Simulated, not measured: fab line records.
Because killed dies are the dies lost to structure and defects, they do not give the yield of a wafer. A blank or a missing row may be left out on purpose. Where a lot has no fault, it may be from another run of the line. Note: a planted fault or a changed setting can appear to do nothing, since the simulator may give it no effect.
The tool behind it: which one?    flow nand harc    11 lots with 33 wafers sampled at 6 steps, on a route of 1302 steps

## WHAT THE GAUGES SHOWED, per wafer
NHARC_A_CHANNEL_HOLE_D1_INSPECT_40. Usual: raw defect count 68, standard deviation 27.
lot   measured      on                 raw defect count  flag
L312  day 9 13:21   defect inspect-02  44 55 37          
L315  day 10 01:16  defect inspect-01  81 108 88         
L314  day 10 01:55  defect inspect-02  56 40 30          
L317  day 11 06:59  defect inspect-01  679 712 733       OFF
L319  day 12 06:02  defect inspect-01  727 632 668       OFF
L326  day 14 20:08  defect inspect-01  96 66 94          
L328  day 15 17:51  defect inspect-01  95 104 100        
L329  day 16 14:39  defect inspect-02  75 71 61          
L332  day 17 15:50  defect inspect-02  64 54 46          
L333  day 18 04:53  defect inspect-02  52 52 27          
L334  day 18 13:11  defect inspect-02  46 29 78          

NHARC_END_SORT_01. Usual: killed at array 55, standard deviation 20; killed at other 1.2, standard deviation 1.3; killed at periphery 4.0, standard deviation 3; killed dies 60, standard deviation 21; killed open 3.2, standard deviation 1.9; killed short 2.5, standard deviation 1.6.
lot   measured      on         killed at array  killed at other  killed at periphery  killed dies  killed open  killed short  flag
L317  day 26 23:45  prober-01  116 129 122      0 0 1            3 0 1                119 129 124  1 1 1        2 1 1         OFF
L319  day 27 06:42  prober-01  120 113 124      5 0 0            8 3 6                133 116 130  5 1 5        3 2 6         OFF
L326  day 30 19:30  prober-02  48 52 55         1 3 4            4 7 4                53 62 63     3 3 2        6 2 2         

## EACH LOT AND THE TOOL THAT RAN IT (in order: tool; ch and the chambers of the sampled wafers; start)
lot   NHARC_A_CHANNEL_HOLE_D1_ETCH_19   NHARC_A_CHANNEL_HOLE_D1_ETCH_24   NHARC_A_CHANNEL_HOLE_D1_ETCH_33   NHARC_A_CHANNEL_FILL_D1_ALD_15
L312  har etch-01 ch 0,1, day 9 07:40   har etch-01 ch 0,1, day 9 09:47   har etch-01 ch 0,1, day 9 11:37   ald sin batch-02 ch 0, no start
L315  har etch-02 ch 0,1, day 9 19:35   har etch-02 ch 0,1, day 9 21:49   har etch-02 ch 0,1, day 9 23:35   ald sin batch-02 ch 0, no start
L314  har etch-01 ch 0, day 9 20:10     har etch-01 ch 0, day 9 22:25     har etch-01 ch 0, day 10 00:11    ald sin batch-02 ch 0, no start
L317  har etch-02 ch 0,1, day 11 01:16  har etch-02 ch 0,1, day 11 03:25  har etch-02 ch 0,1, day 11 05:16  ald sin batch-02 ch 0, day 26 23:45 or earlier
L319  har etch-02 ch 0, day 11 20:08    har etch-02 ch 0, day 12 00:23    har etch-02 ch 0, day 12 04:07    ald sin batch-01 ch 0, day 27 06:42 or earlier
L326  har etch-02 ch 0,1, day 14 14:27  har etch-02 ch 0,1, day 14 16:35  har etch-02 ch 0,1, day 14 18:25  ald sin batch-02 ch 0, day 30 19:30 or earlier
L328  har etch-02 ch 0,1, day 15 12:10  har etch-02 ch 0,1, day 15 14:24  har etch-02 ch 0,1, day 15 16:08  ald sin batch-01 ch 0, no start
L329  har etch-01 ch 0,1, day 16 08:28  har etch-01 ch 0,1, day 16 10:56  har etch-01 ch 0,1, day 16 12:28  ald sin batch-02 ch 0, day 17 01:45
L332  har etch-02 ch 0,1, day 17 10:00  har etch-02 ch 0,1, day 17 12:08  har etch-02 ch 0,1, day 17 13:58  ald sin batch-03 ch 0, no start
L333  har etch-02 ch 0,1, day 17 17:59  har etch-02 ch 0,1, day 18 01:26  har etch-02 ch 0,1, day 18 03:11  ald sin batch-02 ch 0, no start
L334  har etch-02 ch 0,1, day 18 07:33  har etch-02 ch 0,1, day 18 09:46  har etch-02 ch 0,1, day 18 11:30  ald sin batch-03 ch 0, no start
- NHARC_A_CHANNEL_HOLE_D1_ETCH_19: etches the open film in C4F8/O2/Ar, time 34.5 s.
- NHARC_A_CHANNEL_HOLE_D1_ETCH_24: etches the open film in C4F8/O2/Ar, time 906.2 s, target depth 1500 nm.
- NHARC_A_CHANNEL_HOLE_D1_ETCH_33: etches the open film in C4F8/O2/Ar, time 90 s, target depth 400 nm.
- NHARC_A_CHANNEL_FILL_D1_ALD_15: deposits SiNx, target thk 2 nm, pulse time 60 s, ald cycles 19.

## WHAT THE TOOLS THEMSELVES READ (means of the sampled wafers that have a number; where no wafer has one, the mark that the record gives instead)
NHARC_A_CHANNEL_HOLE_D1_ETCH_19. Usual: drypump motor current A 6.1 A, standard deviation 0.45; oes air line au 1.000 a.u., standard deviation 0.019; rf fwd power W 2442 W, standard deviation 12; showerhead plenum p Torr 3.69 Torr, standard deviation 0.12; temp c -19.99 C, standard deviation 0.1; throttle valve pct 37.037 %, standard deviation 0.0096.
lot   tool         drypump motor current A (A)  oes air line au (a.u.)  rf fwd power W (W)  showerhead plenum p Torr (Torr)  temp c (C)  throttle valve pct (%)  flag
L312  har etch-01  6.6                          1.007                   2439                3.69                             -20.01      37.037                  
L315  har etch-02  5.6                          1.011                   2442                3.80                             -20.05      37.036                  
L314  har etch-01  6.5                          1.001                   2443                3.53                             -19.80      37.037                  
L317  har etch-02  5.6                          0.979                   2442                3.79                             -19.98      37.037                  
L319  har etch-02  5.5                          0.982                   2431                3.79                             -19.98      37.027                  
L326  har etch-02  5.7                          1.002                   2452                3.77                             -19.95      37.038                  
L328  har etch-02  5.6                          1.009                   2439                3.76                             -20.03      37.038                  
L329  har etch-01  6.6                          0.983                   2425                3.64                             -20.02      37.033                  
L332  har etch-02  5.7                          1.005                   2448                3.76                             -19.93      37.042                  
L333  har etch-02  5.6                          1.009                   2449                3.74                             -19.93      37.038                  
L334  har etch-02  5.7                          1.021                   2440                3.75                             -20.08      37.039                  

NHARC_A_CHANNEL_HOLE_D1_ETCH_24. Usual: drypump motor current A 6.1 A, standard deviation 0.45; oes air line au 1.004 a.u., standard deviation 0.02; showerhead plenum p Torr 3.65 Torr, standard deviation 0.11; temp c -20.02 C, standard deviation 0.099; throttle valve pct 32.235 %, standard deviation 0.0094.
lot   tool         drypump motor current A (A)  oes air line au (a.u.)  showerhead plenum p Torr (Torr)  temp c (C)  throttle valve pct (%)  flag
L312  har etch-01  6.5                          0.995                   3.65                             -20.10      32.246                  
L315  har etch-02  5.6                          1.004                   3.75                             -19.95      32.239                  
L314  har etch-01  6.5                          0.981                   3.49                             -20.02      32.232                  
L317  har etch-02  5.6                          0.982                   3.74                             -20.11      32.242                  
L319  har etch-02  5.6                          1.014                   3.74                             -20.09      32.232                  
L326  har etch-02  5.6                          1.005                   3.72                             -19.91      32.241                  
L328  har etch-02  5.6                          1.002                   3.71                             -19.94      32.231                  
L329  har etch-01  6.5                          0.991                   3.59                             -19.99      32.233                  
L332  har etch-02  5.7                          0.999                   3.71                             -20.04      32.235                  
L333  har etch-02  5.6                          1.011                   3.69                             -19.96      32.232                  
L334  har etch-02  5.6                          1.018                   3.70                             -20.02      32.232                  

NHARC_A_CHANNEL_HOLE_D1_ETCH_33. Usual: drypump motor current A 6.1 A, standard deviation 0.45; oes air line au 0.998 a.u., standard deviation 0.017; rf fwd power W 1986 W, standard deviation 6.6; showerhead plenum p Torr 3.69 Torr, standard deviation 0.11; temp c -20.01 C, standard deviation 0.11; throttle valve pct 27.620 %, standard deviation 0.0083.
lot   tool         drypump motor current A (A)  oes air line au (a.u.)  rf fwd power W (W)  showerhead plenum p Torr (Torr)  temp c (C)  throttle valve pct (%)  flag
L312  har etch-01  6.5                          0.989                   1989                3.69                             -20.03      27.621                  
L315  har etch-02  5.6                          1.001                   1988                3.80                             -20.05      27.619                  
L314  har etch-01  6.5                          0.980                   1976                3.53                             -19.99      27.617                  
L317  har etch-02  5.6                          1.002                   1990                3.79                             -20.00      27.615                  
L319  har etch-02  5.6                          0.999                   1985                3.78                             -20.01      27.621                  
L326  har etch-02  5.7                          1.013                   1986                3.77                             -20.06      27.617                  
L328  har etch-02  5.6                          1.005                   1993                3.75                             -19.95      27.618                  
L329  har etch-01  6.5                          0.984                   1992                3.63                             -19.92      27.619                  
L332  har etch-02  5.7                          1.017                   1986                3.75                             -20.15      27.615                  
L333  har etch-02  5.6                          0.999                   1985                3.74                             -20.10      27.628                  
L334  har etch-02  5.7                          0.999                   1987                3.74                             -19.97      27.617                  

NHARC_A_CHANNEL_FILL_D1_ALD_15. Usual: precursor pulse height rel 1.002, standard deviation 0.021.
lot   tool              precursor pulse height rel  flag
L312  ald sin batch-02  1.004                       
L315  ald sin batch-02  1.003                       
L314  ald sin batch-02  1.007                       
L317  ald sin batch-02  0.998                       
L319  ald sin batch-01  1.002                       
L326  ald sin batch-02  0.990                       
L328  ald sin batch-01  1.011                       
L329  ald sin batch-02  0.988                       
L332  ald sin batch-03  0.994                       
L333  ald sin batch-02  1.002                       
L334  ald sin batch-03  1.009                       

## THE ANSWER, worked out from the rows above alone
Rule: a lot counts as off when the mean over its wafers that have a number is more than 3 standard deviations away from the usual mean. Also off: a lot with no number at a reading for which 4 or more lots have one. Any other lot the step has rows for is counted as sound. Order of review: gauges by route order, followed by the tools' own readings, for which a lot's mean as printed above is used. The first step at which some lot is off is used, and at that step the reading that is off furthest; a lot without a number counts as furthest.
Off: L317, L319 (NHARC_A_CHANNEL_HOLE_D1_INSPECT_40, raw defect count).
A tool fits if, at a process step before that reading, it ran every lot that is off, and no sound lot after the first of them. The gauges at NHARC_A_CHANNEL_HOLE_D1_INSPECT_40 aren't tried: what is off there is off at NHARC_END_SORT_01 too, on other tools, and a gauge's error can't cause that. No candidate that was tried fits.

## WHAT THE SIMULATOR HAD INSERTED
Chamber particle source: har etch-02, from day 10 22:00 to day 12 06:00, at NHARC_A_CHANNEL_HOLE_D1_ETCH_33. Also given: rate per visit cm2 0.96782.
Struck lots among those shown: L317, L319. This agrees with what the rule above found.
